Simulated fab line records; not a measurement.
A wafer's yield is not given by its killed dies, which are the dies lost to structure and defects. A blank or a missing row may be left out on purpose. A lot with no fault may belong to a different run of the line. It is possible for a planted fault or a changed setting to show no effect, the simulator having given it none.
Problem report, 8D (eight disciplines) form, completed by code	flow nandHarc	the parts of the form that need people (team, actions taken, sign-off) are left out

## 1. WHAT WENT WRONG
Wafers with no fault read 0.28 % with a standard deviation of 0.25, whereas sort_bin_3_pct at NHARC_END_SORT_01 reads a mean of 2.66 % on 1 wafer of 1 lot. That is +9.5 standard deviations from the usual mean.
The first sign was on wafer L727.3 at day 23 23:17, on prober-02. The record holds 5 wafers of 3 lots with a number at this step. Rule for "out", or "out of limits": more than 4 standard deviations from the usual mean. Any other wafer with a number is counted as sound.

## 2. WHAT THIS IS AND IS NOT
question	is	is not
which readings at this step	sort_bin_3_pct, defectLimitedYield, killedAtArray, killedDies, sort_bin_2_pct, sortNPass, sortRimYieldPct, sortYieldPct	killedAtOther, killedAtPeriphery, killedOpen, killedShort, sort_bin_4_pct
which lots	L727	L715, L731
which wafers of those lots	all that have a number	-
read on which gauges	prober-02	prober-01
when	from day 23 23:17	up to then (3 sound wafers); but 1 sound wafer of L731 came after

## 3. WHAT RULES OUT EACH SUSPECT
Counting: any tool at a process step up to the reading is kept as a suspect provided that every lot that is out went through it and no sound lot did after the first of them.
- the gauge at NHARC_END_SORT_01: kept. All the wafers that are out were read on prober-02, and no step on other tools shows them out.
- rieDiel-03 at NHARC_A_M1_ETCH_15 (etches the open film in C4F8/Ar, target depth 182.5 nm, time 91.2 s): kept. It ran the lot that is out, L727 (day 22 11:20), and no sound lot after that. NHARC_A_M1_ETCH_15: start missing for some lots; hours and lot order therefore follow NHARC_A_M1_CD_MEAS_16.
- rieDiel-11 at NHARC_A_M1_STRIP_18 (strips in N2/H2): ruled out as a lasting fault. Following L727 (day 22 11:25), the first lot on it that is out, the sound lots L731 were run on it.
- pvdSputter-02 at NHARC_A_M1_PVD_20 (deposits TaN, target thk 5 nm, time 8.06 s): kept. It ran the lot that is out, L727 (day 22 12:10), and no sound lot after that.
- rtpAnneal-01 at NHARC_A_M1_ANNEAL_31 (time 90 s): ruled out as a lasting fault. Following L727 (day 22 12:55), the first lot on it that is out, the sound lots L731 were run on it.
- pecvd-03 at NHARC_A_BONDPAD_DEP_00 (deposits SiCN, target thk 250 nm): ruled out as a lasting fault. Following L727 (day 22 15:17), the first lot on it that is out, the sound lots L731 were run on it.
- rieDiel-04 at NHARC_A_BONDPAD_ETCH_12 (etches the open film in CHF3/O2, target depth 220 nm, time 110 s): ruled out as a lasting fault. Following L727 (day 23 23:17), the first lot on it that is out, the sound lots L731 were run on it. NHARC_A_BONDPAD_ETCH_12: start missing for some lots; hours and lot order therefore follow NHARC_END_SORT_01.
The count leaves rieDiel-03 at NHARC_A_M1_ETCH_15, pvdSputter-02 at NHARC_A_M1_PVD_20, and prober-02 at NHARC_END_SORT_01.

## 4. THE CAUSE (what the simulator had put in)
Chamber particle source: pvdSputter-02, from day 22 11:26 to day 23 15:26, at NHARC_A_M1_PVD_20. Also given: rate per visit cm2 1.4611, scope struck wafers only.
This tool is one of the 3 suspects left after counting.

## 5. THE EFFECT CHAIN, in route order
Rows list readings where the struck wafers' mean (over those with a number) sits beyond 3 standard deviations from the usual. Only readings whose record carries a usual standard deviation are examined. hours: median over the lots of the time between each lot's start at the first step of this table that gives one and its start at this step. sigmas: the change, counted in usual standard deviations.
hours	step	reading	usual	on struck wafers	change	sigmas
0	NHARC_END_SORT_01	defectLimitedYield	95.6 %	87.7	-7.9	-4.6
0	NHARC_END_SORT_01	killedAtArray	27	79	+52	+4.7
0	NHARC_END_SORT_01	killedDies	30	83	+53	+4.8
0	NHARC_END_SORT_01	sort_bin_2_pct	1.4 %	4.7	+3.3	+4.9
0	NHARC_END_SORT_01	sort_bin_3_pct	0.28 %	2.66	+2.38	+9.5
0	NHARC_END_SORT_01	sortNPass	647	594	-53	-4.8
0	NHARC_END_SORT_01	sortRimYieldPct	95.4 %	79.2	-16.2	-6.0
0	NHARC_END_SORT_01	sortYieldPct	95.6 %	87.7	-7.9	-4.6

## 6. HOW IT WOULD HAVE BEEN CAUGHT EARLIER
In this record the first reading out of limits at a measuring or inspecting step was taken at day 23 23:17, 36 hours after the fault began at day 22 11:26.
Of the tool readings at NHARC_A_M1_PVD_20 for which the record gives a usual standard deviation, none was out on any struck wafer, so an alarm limit of 4 standard deviations on them would not have fired.
Lots out: 1; all had begun NHARC_A_M1_PVD_20 on pvdSputter-02 by day 23 23:17. Had the tool been put on hold then, not one of them would have been saved.
